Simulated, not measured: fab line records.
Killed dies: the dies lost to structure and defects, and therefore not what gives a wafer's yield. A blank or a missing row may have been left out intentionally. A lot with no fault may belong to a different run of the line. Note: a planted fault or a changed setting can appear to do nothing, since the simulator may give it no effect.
fab line records -- flow n5Finfet
record lots=7, wafers=39
route steps=1938 shown PMOS_HMC_CHANNEL_EPI@64 HKMG_FIN@403 BEOL_M0_SAQP@692 BEOL_M0@748
startH: start of the lot's first displayed wafer, in hours after the record's first day -- waitH: how many hours have passed since the lot's step before this one -- " as in the row above -- L1.1+2: a row that stands for several wafers -- - no value, or no start was given -- * or withheld: withheld -- < > ~ a bound
route shown NAME@n: a module of which the file shows steps, and the number in the route of the first -- usual: average and standard deviation across the fault-free wafers -- same: alike in all rows -- chamber/n: place in a boat -- sites: readings site by site -- _std_site: standard deviation of those values -- _edge_site: inner sites' mean taken away from outer sites' mean -- radiusMm: for every site, how far away it sits from the centre of the wafer -- mask NAME#n: copy n -- behind: the most recent tool/chamber to have shaped the wafer -- hold: why the lot went on hold/how many hours it stayed there/how the hold came to an end -- device: names the non-switching transistor (n, p or np) -- end of line: the same wafers' tests at the end of the route -- where a step has no rows: the recipe by itself -- killed: not the wafer's yield, but the dies lost to structure and defects at the first sort -- map: the dies of a wafer, with x for killed, . for not killed, _ for no die there
set.NAME: the setting that was run; set.NAME@STEP: the one run at that earlier step -- model.NAME: the simulator's own value behind a step, which no gauge read
lots with deliberately changed settings; one table per step, one row per wafer
## steps
# step N5_PMOS_HMC_CHANNEL_EPI_DEVELOP_08
# recipe developTimeS=30, developer=TMAH, resist=CAR-ArF-block, devTempC=23, rinseLiquid=diw, dry=airSpin
lot.wafer,tool,chamber,startH,waitH,set.developTimeS
L077.1+4+6,lithoTrack-01,0,-,-,37.52
L077.2+3+5,lithoTrack-01,0,-,-,30
L079.1+2+3+4+5+6,lithoTrack-02,0,-,-,30
L081.1+3+5,lithoTrack-04,0,-,-,30
L081.2+4+6,lithoTrack-04,0,-,-,46.85
L088.1+3+4,lithoTrack-04,0,-,-,30
L088.2+5+6,lithoTrack-04,0,-,-,19.67
L089.1+3+4,lithoTrack-04,0,-,-,30
L089.2+5+6,lithoTrack-04,0,-,-,37.65
L092.1+4+5,lithoTrack-01,0,-,-,40.75
L092.2+3+6,lithoTrack-01,0,-,-,30
L094.1+2+5,lithoTrack-01,0,-,-,30
# step N5_PMOS_HMC_CHANNEL_EPI_CD_MEAS_09
# recipe targetCdNm=237.4, landingEnergyEv=500, detector=seInlens
# usual cdNm=237.0/0.81
lot.wafer,tool,chamber,startH,waitH,set.developTimeS@PMOS_HMC_CHANNEL_EPI_DEVELOP_08,cdNm
L077.1,cdSem-02,0,35.83,-,37.52,237.7
L077.2,cdSem-02,0,35.83,-,30,236.0
L077.3,cdSem-02,0,35.83,-,30,237.0
L077.4,cdSem-02,0,35.83,-,37.52,237.0
L077.5,cdSem-02,0,35.83,-,30,236.8
L077.6,cdSem-02,0,35.83,-,37.52,239.1
L079.1,cdSem-02,0,47.06,-,30,237.0
L079.2,cdSem-02,0,47.06,-,30,238.0
L079.3,cdSem-02,0,47.06,-,30,237.0
L079.4,cdSem-02,0,47.06,-,30,237.7
L079.5,cdSem-02,0,47.06,-,30,236.7
L079.6,cdSem-02,0,47.06,-,30,237.3
L081.1,cdSem-01,0,59.12,-,30,236.4
L081.2,cdSem-01,0,59.12,-,46.85,239.1
L081.3,cdSem-01,0,59.12,-,30,236.6
L081.4,cdSem-01,0,59.12,-,46.85,239.5
L081.5,cdSem-01,0,59.12,-,30,236.3
L081.6,cdSem-01,0,59.12,-,46.85,239.9
L088.1,cdSem-03,0,101.27,-,30,238.1
L088.2,cdSem-03,0,101.27,-,19.67,234.9
L088.3,cdSem-03,0,101.27,-,30,237.5
L088.4,cdSem-03,0,101.27,-,30,237.3
L088.5,cdSem-03,0,101.27,-,19.67,234.8
L088.6,cdSem-03,0,101.27,-,19.67,233.9
L089.1,cdSem-02,0,107.34,-,30,237.2
L089.2,cdSem-02,0,107.34,-,37.65,238.0
L089.3,cdSem-02,0,107.34,-,30,237.2
L089.4,cdSem-02,0,107.34,-,30,236.6
L089.5,cdSem-02,0,107.34,-,37.65,238.0
L089.6,cdSem-02,0,107.34,-,37.65,239.3
L092.1,cdSem-02,0,125.78,-,40.75,238.9
L092.2,cdSem-02,0,125.78,-,30,236.4
L092.3,cdSem-02,0,125.78,-,30,237.1
L092.4,cdSem-02,0,125.78,-,40.75,238.7
L092.5,cdSem-02,0,125.78,-,40.75,238.5
L092.6,cdSem-02,0,125.78,-,30,237.1
L094.1,cdSem-03,0,138.56,-,30,237.6
L094.2,cdSem-03,0,138.56,-,30,238.0
L094.5,cdSem-03,0,138.56,-,30,237.5
# step N5_PMOS_HMC_CHANNEL_EPI_DESCUM_14
# recipe chemistry=O2, timeS=7.9, sourcePowerW=50, biasPowerW=20, pressureMtorr=20, rfFrequencyHz=2.712e+07, tempC=40, resist=CAR-ArF-block, o2FlowSccm=225
lot.wafer,tool,chamber,startH,waitH,set.developTimeS@PMOS_HMC_CHANNEL_EPI_DEVELOP_08,model.PMOS_HMC_CHANNEL_EPI.cdNm
L077.1,rieDiel-02,3,35.92,0.0,37.52,237.8
L077.2,rieDiel-02,1,35.92,0.0,30,235.8
L077.3,rieDiel-02,0,35.92,0.0,30,236.8
L077.4,rieDiel-02,2,35.92,0.0,37.52,237.1
L077.5,rieDiel-02,0,35.92,0.0,30,236.3
L077.6,rieDiel-02,3,35.92,0.0,37.52,239
L079.1,rieDiel-06,1,47.15,0.0,30,237.1
L079.2,rieDiel-06,0,47.15,0.0,30,238.1
L079.3+6,rieDiel-06,"3,2",47.15,0.0,30,237.4
L079.4,rieDiel-06,2,47.15,0.0,30,237.6
L079.5,rieDiel-06,3,47.15,0.0,30,236.9
L081.1+5,rieDiel-02,"3,1",59.21,0.0,30,236.4
L081.2,rieDiel-02,1,59.21,0.0,46.85,239.2
L081.3,rieDiel-02,2,59.21,0.0,30,237.1
L081.4,rieDiel-02,0,59.21,0.0,46.85,239.1
L081.6,rieDiel-02,2,59.21,0.0,46.85,240
L088.1,rieDiel-02,2,101.38,0.1,30,238.2
L088.2,rieDiel-02,0,101.38,0.1,19.67,235
L088.3,rieDiel-02,1,101.38,0.1,30,237.7
L088.4,rieDiel-02,3,101.38,0.1,30,237.4
L088.5,rieDiel-02,2,101.38,0.1,19.67,235.2
L088.6,rieDiel-02,3,101.38,0.1,19.67,234.2
L089.1,rieDiel-05,0,107.43,0.0,30,237.4
L089.2,rieDiel-05,1,107.43,0.0,37.65,238.2
L089.3,rieDiel-05,2,107.43,0.0,30,237.1
L089.4,rieDiel-05,3,107.43,0.0,30,236.5
L089.5,rieDiel-05,2,107.43,0.0,37.65,237.9
L089.6,rieDiel-05,1,107.43,0.0,37.65,239.1
L092.1,rieDiel-05,2,126.11,0.3,40.75,239
L092.2,rieDiel-05,0,126.11,0.3,30,236.5
L092.3,rieDiel-05,1,126.11,0.3,30,237.2
L092.4,rieDiel-05,3,126.11,0.3,40.75,238.7
L092.5,rieDiel-05,0,126.11,0.3,40.75,238.5
L092.6,rieDiel-05,1,126.11,0.3,30,236.9
L094.1,rieDiel-05,3,139.20,0.6,30,237.5
L094.2+5,rieDiel-05,"1,3",139.20,0.6,30,237.8
# step N5_PMOS_HMC_CHANNEL_EPI_ETCH_32
# recipe chemistry=N2/H2, target=BARC, stopOn=SiO2, targetDepthA=858, overEtchFrac=0.3, timeS=50.3, ionEnergyEv=200, maskMaterial=CAR-ArF-block, pressureMtorr=30, sourceW=840, biasW=150, n2FlowSccm=200, h2FlowSccm=200
lot.wafer,tool,chamber,startH,waitH,set.developTimeS@PMOS_HMC_CHANNEL_EPI_DEVELOP_08,model.PMOS_HMC_CHANNEL_EPI.cdNm
L077.1,rieDiel-02,3,35.95,0.0,37.52,240.4
L077.2,rieDiel-02,1,35.95,0.0,30,237.6
L077.3,rieDiel-02,0,35.95,0.0,30,239.4
L077.4,rieDiel-02,2,35.95,0.0,37.52,240
L077.5,rieDiel-02,0,35.95,0.0,30,238.8
L077.6,rieDiel-02,3,35.95,0.0,37.52,241.8
L079.1,rieDiel-06,1,47.18,0.0,30,239.9
L079.2,rieDiel-06,0,47.18,0.0,30,241.1
L079.3+6,rieDiel-06,"3,2",47.18,0.0,30,240.7
L079.4,rieDiel-06,2,47.18,0.0,30,240.9
L079.5,rieDiel-06,3,47.18,0.0,30,240
L081.1,rieDiel-02,3,59.24,0.0,30,238.3
L081.2,rieDiel-02,1,59.24,0.0,46.85,242.4
L081.3,rieDiel-02,2,59.24,0.0,30,240
L081.4,rieDiel-02,0,59.24,0.0,46.85,242
L081.5,rieDiel-02,1,59.24,0.0,30,239.3
L081.6,rieDiel-02,2,59.24,0.0,46.85,242.6
L088.1,rieDiel-02,2,101.41,0.0,30,240.9
L088.2,rieDiel-02,0,101.41,0.0,19.67,237.2
L088.3,rieDiel-02,1,101.41,0.0,30,240.8
L088.4,rieDiel-02,3,101.41,0.0,30,239.4
L088.5,rieDiel-02,2,101.41,0.0,19.67,237.6
L088.6,rieDiel-02,3,101.41,0.0,19.67,236.7
L089.1,rieDiel-05,0,107.47,0.0,30,240
L089.2,rieDiel-05,1,107.47,0.0,37.65,241
L089.3,rieDiel-05,2,107.47,0.0,30,240.4
L089.4,rieDiel-05,3,107.47,0.0,30,239.8
L089.5,rieDiel-05,2,107.47,0.0,37.65,240.7
L089.6,rieDiel-05,1,107.47,0.0,37.65,242
L092.1,rieDiel-05,2,126.14,0.0,40.75,242.3
L092.2,rieDiel-05,0,126.14,0.0,30,239.4
L092.3,rieDiel-05,1,126.14,0.0,30,239.9
L092.4,rieDiel-05,3,126.14,0.0,40.75,241.4
L092.5,rieDiel-05,0,126.14,0.0,40.75,241.3
L092.6,rieDiel-05,1,126.14,0.0,30,239.6
L094.1,rieDiel-05,3,139.23,0.0,30,239.8
L094.2+5,rieDiel-05,"1,3",139.23,0.0,30,240.1
# step N5_HKMG_FIN_ETCH_55
# recipe chemistry=N2/H2, target=SOC, targetDepthA=2400, tempC=40, timeS=300, ionEnergyEv=200, maskMaterial=SiARC, pressureMtorr=30, sourceW=840, biasW=150, n2FlowSccm=200, h2FlowSccm=200
lot.wafer,tool,chamber,startH,waitH,set.timeS,model.HKMG_FIN.featureDepthNm,model.etch.depthNm,model.SiARC_of_HKMG_FIN_COAT_42.thkNm
L077.1,rieDiel-03,0,90.21,0.0,300,237,237.1,21.4
L077.2,rieDiel-03,1,90.21,0.0,300,238.8,238.8,21.2
L077.3,rieDiel-03,3,90.21,0.0,478.9,379.4,379.4,13
L077.4,rieDiel-03,2,90.21,0.0,478.9,369.8,369.8,13.8
L077.5,rieDiel-03,2,90.21,0.0,478.9,370.4,370.3,13.8
L077.6,rieDiel-03,1,90.21,0.0,300,238.6,238.7,21.2
L079.1,rieDiel-03,0,103.43,0.0,300,236,236,21.8
L079.2+3,rieDiel-03,"3,1",103.43,0.0,300,239.2,239.2,21.2
L079.4,rieDiel-03,2,103.43,0.0,300,233,232.9,21.8
L079.5,rieDiel-03,3,103.43,0.0,300,238.6,238.5,21.2
L079.6,rieDiel-03,2,103.43,0.0,300,230,230,21.8
L081.1,rieDiel-03,3,114.71,0.0,300,237.6,237.7,21.4
L081.2,rieDiel-03,0,114.71,0.0,300,236.6,236.5,21.6
L081.3,rieDiel-03,1,114.71,0.0,300,237.6,237.6,21.4
L081.4,rieDiel-03,2,114.71,0.0,300,230.6,230.6,22
L081.5,rieDiel-03,1,114.71,0.0,300,235.8,235.7,21.4
L081.6,rieDiel-03,2,114.71,0.0,300,230,230.1,21.8
L088.1,rieDiel-03,3,158.32,0.0,201.8,160.6,160.6,25.8
L088.2,rieDiel-03,1,158.32,0.0,300,238.2,238.3,21.2
L088.3,rieDiel-03,2,158.32,0.0,300,231.6,231.5,21.8
L088.4,rieDiel-03,1,158.32,0.0,201.8,160.4,160.4,25.8
L088.5,rieDiel-03,2,158.32,0.0,201.8,154.6,154.6,26.2
L088.6,rieDiel-03,3,158.32,0.0,300,238,237.9,21.2
L089.1,rieDiel-04,0,163.74,0.0,300,235,235.1,21.4
L089.2,rieDiel-04,3,163.74,0.0,455.8,355,354.9,14.8
L089.3,rieDiel-04,2,163.74,0.0,300,239.2,239.3,21.4
L089.4,rieDiel-04,1,163.74,0.0,455.8,364,364.1,14
L089.5,rieDiel-04,2,163.74,0.0,455.8,362.2,362.2,14.4
L089.6,rieDiel-04,1,163.74,0.0,300,237.4,237.5,21.2
L092.1,rieDiel-01,3,190.12,0.0,250.4,200.8,200.9,23.2
L092.2,rieDiel-01,2,190.12,0.0,300,240,239.9,21
L092.3,rieDiel-01,1,190.12,0.0,250.4,201.2,201.1,23
L092.4,rieDiel-01,0,190.12,0.0,300,239.6,239.5,20.8
L092.5,rieDiel-01,0,190.12,0.0,300,241.4,241.5,20.8
L092.6,rieDiel-01,1,190.12,0.0,250.4,199.6,199.6,23.4
L094.1,rieDiel-03,0,197.75,0.0,300,238.4,238.4,21.6
L094.2,rieDiel-03,2,197.75,0.0,300,231,230.9,21.8
L094.5,rieDiel-03,2,197.75,0.0,300,230.6,230.5,21.8
# step N5_HKMG_FIN_ETCH_58
# recipe chemistry=N2/H2, target=SOC, targetDepthA=2158, ionEnergyEv=50, biasW=13, timeS=741, pressureMtorr=30, sourceW=875, n2FlowSccm=200, h2FlowSccm=200
lot.wafer,tool,chamber,startH,waitH,set.targetDepthA,model.HKMG_FIN.featureDepthNm,model.etch.depthNm,model.SOC_of_HKMG_FIN_COAT_41.thkNm
L077.1,rieDiel-03,1,90.42,0.0,1558,152,152,148
L077.2,rieDiel-03,2,90.42,0.0,2158,206,206.1,94.4
L077.3,rieDiel-03,3,90.42,0.0,2158,213.4,213.3,86.6
L077.4,rieDiel-03,0,90.42,0.0,1558,152.8,152.8,147.8
L077.5,rieDiel-03,1,90.42,0.0,1558,153.2,153.2,146.8
L077.6,rieDiel-03,2,90.42,0.0,2158,205.6,205.6,94.4
L079.1,rieDiel-03,0,103.64,0.0,1813,180.2,180.2,120.2
L079.2,rieDiel-03,3,103.64,0.0,2158,215.6,215.6,86.8
L079.3,rieDiel-03,1,103.64,0.0,1813,181.4,181.3,119.8
L079.4,rieDiel-03,2,103.64,0.0,1813,175.4,175.5,126
L079.5,rieDiel-03,3,103.64,0.0,2158,216,216,84.8
L079.6,rieDiel-03,2,103.64,0.0,2158,209.2,209.2,91.8
L081.1,rieDiel-03,3,114.92,0.0,2158,214.2,214.1,86
L081.2,rieDiel-03,0,114.92,0.0,2158,212.8,212.9,87.8
L081.3,rieDiel-03,1,114.92,0.0,1377,137.2,137.3,162.6
L081.4,rieDiel-03,2,114.92,0.0,2158,207.6,207.6,92.2
L081.5,rieDiel-03,1,114.92,0.0,1377,137.6,137.5,163.4
L081.6,rieDiel-03,2,114.92,0.0,1377,133.6,133.6,167.4
L088.1,rieDiel-03,3,158.53,0.0,981.8,96.6,96.54,204.2
L088.2,rieDiel-03,1,158.53,0.0,981.8,96.6,96.64,203.4
L088.3,rieDiel-03,2,158.53,0.0,2158,205.8,205.8,94
L088.4,rieDiel-03,1,158.53,0.0,2158,212.8,212.8,86.6
L088.5,rieDiel-03,2,158.53,0.0,2158,204.2,204.3,95.4
L088.6,rieDiel-03,3,158.53,0.0,981.8,96.8,96.75,203
L089.1,rieDiel-04,0,163.96,0.0,2158,210,210,91.2
L089.2,rieDiel-04,3,163.96,0.0,2158,212,212.1,89.4
L089.3,rieDiel-04,2,163.96,0.0,2158,214.6,214.6,86.2
L089.4,rieDiel-04,1,163.96,0.0,1350,133.6,133.7,167.2
L089.5,rieDiel-04,2,163.96,0.0,1350,134.8,134.9,166.6
L089.6,rieDiel-04,1,163.96,0.0,1350,133.8,133.9,167.2
L092.1,rieDiel-01,3,190.33,0.0,1679,170.2,170.2,128.6
L092.2,rieDiel-01,2,190.33,0.0,2158,213.6,213.6,85.8
L092.3,rieDiel-01,1,190.33,0.0,2158,217.2,217.1,81.8
L092.4,rieDiel-01,0,190.33,0.0,2158,217.8,217.7,80.8
L092.5,rieDiel-01,0,190.33,0.0,1679,166.4,166.3,133.6
L092.6,rieDiel-01,1,190.33,0.0,1679,168.8,168.9,131.2
L094.1,rieDiel-03,0,197.96,0.0,2158,214.4,214.3,86.4
L094.2,rieDiel-03,2,197.96,0.0,2158,210,210,90.8
L094.5,rieDiel-03,2,197.96,0.0,2158,209.2,209.2,91
# step N5_BEOL_M0_SAQP_DESCUM_45
# recipe chemistry=O2, timeS=7, sourcePowerW=50, biasPowerW=20, pressureMtorr=20, rfFrequencyHz=2.712e+07, tempC=40, resist=CAR-EUV, o2FlowSccm=225
lot.wafer,tool,chamber,startH,waitH,set.timeS,model.CAR-EUV_of_BEOL_M0_SAQP_COAT_34.thkNm
L077.1,rieDiel-06,2,130.12,0.0,7,26.2
L077.2+3,rieDiel-06,"3,1",130.12,0.0,7,26
L077.4+5,rieDiel-06,"0,1",130.12,0.0,8.121,25.6
L077.6,rieDiel-06,0,130.12,0.0,8.121,25.4
L079.1+3,rieDiel-02,"1,0",141.26,0.0,7,26.2
L079.2+4+6,rieDiel-02,"3,2,1",141.26,0.0,5.947,26.6
L079.5,rieDiel-02,2,141.26,0.0,7,26
L081.1+3,rieDiel-06,"1,2",167.16,0.5,7,25.8
L081.2,rieDiel-06,3,167.16,0.5,7,26
L081.4+5+6,rieDiel-06,"0,1,0",167.16,0.5,10.9,24
L088.1+2+3+4+5+6,rieDiel-02,"0,3,1,0,1,3",204.95,0.1,7,25.8
L089.1+4+6,rieDiel-06,"0,1,3",209.55,0.1,5.435,26.8
L089.2+3,rieDiel-06,"3,2",209.55,0.1,7,26.2
L089.5,rieDiel-06,2,209.55,0.1,7,26
L092.1+6,rieDiel-02,0,230.05,0.0,7,25.8
L092.2+3+5,rieDiel-02,"2,1,3",230.05,0.0,9.221,24.8
L092.4,rieDiel-02,3,230.05,0.0,7,26
L094.1+2+5,rieDiel-05,"0,3,0",237.91,0.0,7,26
# step N5_BEOL_M0_DEP_125
# recipe material=SiCN, targetThkA=80, tempC=withheld, precursor=3MS/NH3, pressureTorr=3, rfW=202, timeS=14
lot.wafer,tool,chamber,startH,waitH,set.timeS,model.SiCN_of_BEOL_M0_DEP_125.thkNm
L077.1+2+5,pecvd-01,"2,0,1",138.23,0.0,14,8
L077.3,pecvd-01,1,138.23,0.0,8.107,4.6
L077.4+6,pecvd-01,"2,0",138.23,0.0,8.107,4.8
L079.1+2+4,pecvd-04,"2,0,2",146.58,0.0,14,8
L079.3,pecvd-04,1,146.58,0.0,18.91,10.6
L079.5,pecvd-04,1,146.58,0.0,18.91,10.8
L079.6,pecvd-04,0,146.58,0.0,18.91,11
L081.1,pecvd-01,2,175.62,0.0,14,7.8
L081.2+3,pecvd-01,"0,1",175.62,0.0,10.02,5.6
L081.4,pecvd-01,1,175.62,0.0,10.02,5.8
L081.5,pecvd-01,2,175.62,0.0,14,8.2
L081.6,pecvd-01,0,175.62,0.0,14,8
L088.1,pecvd-01,1,210.99,0.0,17.48,9.8
L088.2,pecvd-01,2,210.99,0.0,14,7.8
L088.3+4,pecvd-01,"2,1",210.99,0.0,14,8
L088.5+6,pecvd-01,"2,1",210.99,0.0,17.48,10
L089.1+3+4,pecvd-04,"1,1,0",217.24,0.0,14,7.8
L089.2+6,pecvd-04,"0,1",217.24,0.0,7.761,4.2
L089.5,pecvd-04,0,217.24,0.0,7.761,4.4
L092.1+2,pecvd-03,"2,0",237.18,0.0,14,7.8
L092.3,pecvd-03,1,237.18,0.0,21.89,12.2
L092.4,pecvd-03,1,237.18,0.0,14,8
L092.5,pecvd-03,0,237.18,0.0,21.89,12.4
L092.6,pecvd-03,2,237.18,0.0,21.89,12.6
L094.1,pecvd-04,1,248.15,0.0,14,7.8
L094.2+5,pecvd-04,"0,2",248.15,0.0,14,8
## key
split step=N5_PMOS_HMC_CHANNEL_EPI_DEVELOP_08, setting=developTimeS, stated=30, by=wafer
response step=N5_PMOS_HMC_CHANNEL_EPI_CD_MEAS_09, reading=cdNm, change=+0.06, per=1%, r=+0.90
response step=N5_PMOS_HMC_CHANNEL_EPI_DESCUM_14, reading=model.PMOS_HMC_CHANNEL_EPI.cdNm, change=+0.0584, per=1%, r=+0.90
response step=N5_PMOS_HMC_CHANNEL_EPI_ETCH_32, reading=model.PMOS_HMC_CHANNEL_EPI.cdNm, change=+0.0637, per=1%, r=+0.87
split step=N5_HKMG_FIN_ETCH_55, setting=timeS, stated=300, by=wafer
response step=N5_HKMG_FIN_ETCH_55, reading=model.HKMG_FIN.featureDepthNm, change=+2.32, per=1%, r=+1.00
response step=N5_HKMG_FIN_ETCH_55, reading=model.etch.depthNm, change=+2.32, per=1%, r=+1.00
response step=N5_HKMG_FIN_ETCH_55, reading=model.SiARC_of_HKMG_FIN_COAT_42.thkNm, change=-0.133, per=1%, r=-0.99
split step=N5_HKMG_FIN_ETCH_58, setting=targetDepthA, stated=2158, by=wafer
response step=N5_HKMG_FIN_ETCH_58, reading=model.HKMG_FIN.featureDepthNm, change=+2.06, per=1%, r=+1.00
response step=N5_HKMG_FIN_ETCH_58, reading=model.etch.depthNm, change=+2.06, per=1%, r=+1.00
response step=N5_HKMG_FIN_ETCH_58, reading=model.SOC_of_HKMG_FIN_COAT_41.thkNm, change=-2.07, per=1%, r=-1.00
split step=N5_BEOL_M0_SAQP_DESCUM_45, setting=timeS, stated=7, by=wafer
response step=N5_BEOL_M0_SAQP_DESCUM_45, reading=model.CAR-EUV_of_BEOL_M0_SAQP_COAT_34.thkNm, change=-0.033, per=1%, r=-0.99
split step=N5_BEOL_M0_DEP_125, setting=timeS, stated=14, by=wafer
response step=N5_BEOL_M0_DEP_125, reading=model.SiCN_of_BEOL_M0_DEP_125.thkNm, change=+0.0797, per=1%, r=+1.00
